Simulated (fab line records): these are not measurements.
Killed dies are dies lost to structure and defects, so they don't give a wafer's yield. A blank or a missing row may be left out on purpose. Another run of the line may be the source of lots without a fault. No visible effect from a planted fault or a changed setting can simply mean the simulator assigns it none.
Matching of chambers -- flow nand harc -- NHARC_P_ZERO_WELL_DESCUM_26 on rie diel-10 has 4 sister chambers
The step chemistry O2, time 3 s. 27 wafers are shown with their chamber, then 12 later ones without.

WAFERS WITH THEIR CHAMBER
wafer,chamber,showerhead plenum p Torr (Torr),drypump motor current A (A),oes product au (a.u.)
L076.1,0,1.88,5.9,1.005
L076.2,1,1.87,5.3,1.001
L076.5,3,1.91,5.1,0.997
L078.2,3,1.91,5.1,1.004
L078.5,1,1.87,5.3,0.994
L078.6,2,1.94,6.1,0.994
L079.1,1,1.87,5.3,0.996
L079.2,2,1.94,6.1,0.987
L079.6,2,1.94,6.1,0.980
L084.2,2,1.94,6.1,0.998
L084.4,0,1.87,5.9,0.991
L084.6,2,1.94,6.1,0.991
L086.1,0,1.87,5.9,0.990
L086.2,3,1.91,5.1,1.006
L086.6,0,1.87,5.9,1.008
L087.2,3,1.91,5.1,1.013
L087.3,3,1.91,5.1,1.015
L087.5,3,1.91,5.1,1.015
L091.2,2,1.94,6.1,0.984
L091.3,0,1.87,5.9,1.002
L091.4,2,1.94,6.2,0.985
L092.1,3,1.91,5.1,1.021
L092.3,2,1.94,6.1,0.994
L092.6,2,1.94,6.1,0.989
L092.2,0,1.87,6.0,0.994
L092.4,0,1.87,5.9,0.998
L092.5,3,1.91,5.1,1.022

SIGNATURES (averages over the wafers above)
reading,chamber 0,chamber 1,chamber 2,chamber 3,scatter within a chamber
showerhead plenum p Torr,1.8714,1.8700,1.9400,1.9100,0.00193
drypump motor current A,5.914,5.300,6.111,5.100,0.0276
oes product au,0.99829,0.99700,0.98911,1.01162,0.00693
Rule: a wafer lies at a distance from a chamber equal to the root of the sum of squares, over the readings, of (its reading less the chamber's mean, divided by the reading's scatter). If the next closest chamber is less than 2 further off than the closest, the wafer can't be placed; otherwise it belongs to the closest. The scatter: the root of (the sum of the squares of (reading less its chamber's mean) over the shown wafers, divided by (wafers less chambers)).

WAFERS MISSING THEIR CHAMBER
wafer,showerhead plenum p Torr (Torr),drypump motor current A (A),oes product au (a.u.)
L094.1,1.94,6.1,0.992
L094.2,1.87,5.9,1.006
L094.3,1.91,5.1,1.022
L095.1,1.91,5.1,1.013
L095.4,1.94,6.1,0.989
L095.5,1.87,5.9,0.993
L096.1,1.87,5.3,1.013
L096.2,1.91,5.1,1.033
L096.4,1.94,6.1,0.987
L097.2,1.87,5.9,0.996
L097.3,1.94,6.1,0.987
L097.5,1.87,5.9,0.993

THE CHAMBER EACH PASSED THROUGH
wafer,from the rows above,in truth
L094.1,2,2
L094.2,0,0
L094.3,3,3
L095.1,3,3
L095.4,2,2
L095.5,0,0
L096.1,1,1
L096.2,3,3
L096.4,2,2
L097.2,0,0
L097.3,2,2
L097.5,0,0
12 of 12 placed correctly. Can't be placed from these rows: 0. Placed wrongly: 0.
